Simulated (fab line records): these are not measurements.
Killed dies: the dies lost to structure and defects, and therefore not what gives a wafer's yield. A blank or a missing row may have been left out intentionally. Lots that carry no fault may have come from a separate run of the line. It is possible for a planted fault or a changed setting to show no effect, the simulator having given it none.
Split-lot study	flow n5 finfet	route with 1938 steps; 7 lots, 21 wafers read

## ON THE SPLIT
At N5_HKMG_FIN_COAT_41 (time 60 s, resist thk 300 nm), the setting spin rpm was moved away from the recipe's 1500 rpm on 5 of the 21 wafers read, by -7.4% to +4.5%. This setting was run at the recipe's value on the other wafers.

The split's own step is where the reading is taken.

## THE READING
SOC_of_HKMG_FIN_COAT_41.thk nm (the simulator's own value, which no gauge read), in nm, at N5_HKMG_FIN_COAT_41 (time 60 s, resist thk 300 nm). No usual value for it is given in the file. Here, 16 wafers ran the recipe; their average is 299.9 nm with a standard deviation of 0.81 nm.

wafer	tool, chamber at the split	spin rpm as run, rpm	against the recipe	SOC_of_HKMG_FIN_COAT_41.thk nm, nm	against lot-mates on the recipe
L082.2	litho track-03, 0	1500	recipe	298.6	-
L082.3	litho track-03, 0	1427	-4.9%	306.4	+6.8
L082.5	litho track-03, 0	1500	recipe	300.6	-
L083.4	litho track-01, 0	1500	recipe	300.4	-
L083.5	litho track-01, 0	1500	recipe	300.6	-
L083.6	litho track-01, 0	1500	recipe	299.8	-
L084.2	litho track-04, 0	1457	-2.9%	305.2	+4.8
L084.4	litho track-04, 0	1457	-2.9%	305.2	+4.8
L084.5	litho track-04, 0	1500	recipe	300.4	-
L085.2	litho track-01, 0	1500	recipe	300.4	-
L085.5	litho track-01, 0	1500	recipe	300.4	-
L085.3	litho track-01, 0	1568	+4.5%	294	-6.4
L088.1	litho track-04, 0	1500	recipe	300.8	-
L088.2	litho track-04, 0	1500	recipe	300	-
L088.5	litho track-04, 0	1500	recipe	299.8	-
L093.1	litho track-03, 0	1500	recipe	298.6	-
L093.3	litho track-03, 0	1500	recipe	298.6	-
L093.4	litho track-03, 0	1500	recipe	298.4	-
L096.1	litho track-01, 0	1500	recipe	300.4	-
L096.3	litho track-01, 0	1389	-7.4%	312.2	+11.9
L096.4	litho track-01, 0	1500	recipe	300.2	-

THE FIT
A straight line over all 21 wafers: SOC_of_HKMG_FIN_COAT_41.thk nm changes by -1.54 nm for each +1% of spin rpm; r = -0.97; the points scatter about the line by 0.88 nm.
The same after taking each lot's own level away (the mean of its wafers on the recipe; 21 wafers): -1.53 nm for each +1%; r = -0.99; scatter 0.47 nm.
On that fit, the largest move of spin rpm shifts the reading by 11 nm.
The span of the lots' own levels, 298.53 to 300.40 nm, comes to 2.3 times the standard deviation stated above.
Hence the lot-to-lot level has little effect on the slope; both slopes agree.
Check: with one of the wafers moved furthest among these (-7.4%) left out of the fit, the line predicts +10.9 nm for it against its lot-mates. It came out at +11.9 nm against them.

## THE OTHER SPLITS THESE WAFERS WENT THROUGH
Note: prior to the reading, these wafers also went through further splits. Each is held against what the fit with the lots' levels taken away leaves over:
other split on the same wafers	wafers away from the commonest value	r with SOC_of_HKMG_FIN_COAT_41.thk nm (lot level and that fit taken away)
N5_PMOS_HMC_CHANNEL_EPI_COAT_03 spin rpm	6	+0.15
N5_PMOS_HMC_CHANNEL_EPI_DESCUM_14 time s	10	-0.17
N5_SD_EPI_N_EXPOSE_06 dose mj	7	-0.32
N5_SD_EPI_N_ETCH_45 target depth a	6	+0.06
N5_SD_EPI_P_EPI_21 temp c	6	-0.08

## THE FILE'S OWN FIT
SOC_of_HKMG_FIN_COAT_41.thk nm changes by -1.53 nm for each +1% of spin rpm, r = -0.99.
